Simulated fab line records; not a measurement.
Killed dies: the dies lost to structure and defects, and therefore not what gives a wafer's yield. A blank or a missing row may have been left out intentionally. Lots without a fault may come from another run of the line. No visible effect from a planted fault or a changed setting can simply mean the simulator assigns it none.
Chamber matching | flow nandHarc | NHARC_P_ZERO_WELL_DESCUM_39 on rieDiel-01: 4 sister chambers
The step chemistry O2, time 3 s. 4 wafers are shown with their chamber, then 8 later ones without.

== EACH WAFER AND ITS CHAMBER ==
wafer  | chamber | drypumpMotorCurrentA (A)
L076.2 | 1       | 6.5
L080.6 | 0       | 5.9
L081.5 | 2       | 5.2
L085.1 | 3       | 5.9

== WAFERS WHOSE CHAMBER IS MISSING ==
wafer  | drypumpMotorCurrentA (A)
L085.3 | 5.9
L085.6 | 5.2
L088.1 | 5.2
L088.3 | 5.9
L088.5 | 5.8
L096.3 | 5.9
L096.4 | 5.9
L096.6 | 6.5

== WHICH CHAMBER EACH ONE RAN IN ==
wafer  | from the rows above     | in truth
L085.3 | can't be placed: 0 or 3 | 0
L085.6 | 2                       | 2
L088.1 | 2                       | 2
L088.3 | can't be placed: 0 or 3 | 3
L088.5 | can't be placed: 0 or 3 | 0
L096.3 | can't be placed: 0 or 3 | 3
L096.4 | can't be placed: 0 or 3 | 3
L096.6 | 1                       | 1
3 of 8 placed correctly. From these rows, 5 cannot be placed; in 5 the true chamber is one of the candidates. 0 placed wrongly.
How it was worked out, from the rows above alone: a wafer's distance from a chamber is the root of the sum, over the readings, of the square of ((its reading less the chamber's mean) divided by the reading's scatter). The wafer belongs to the nearest chamber; if the next one is less than 2 further off, it can't be placed. A chamber's mean is the mean of its shown wafers. The scatter (one wafer shown for each chamber): square how far every hidden wafer sits from the nearest shown wafer, average those squares and take the square root.
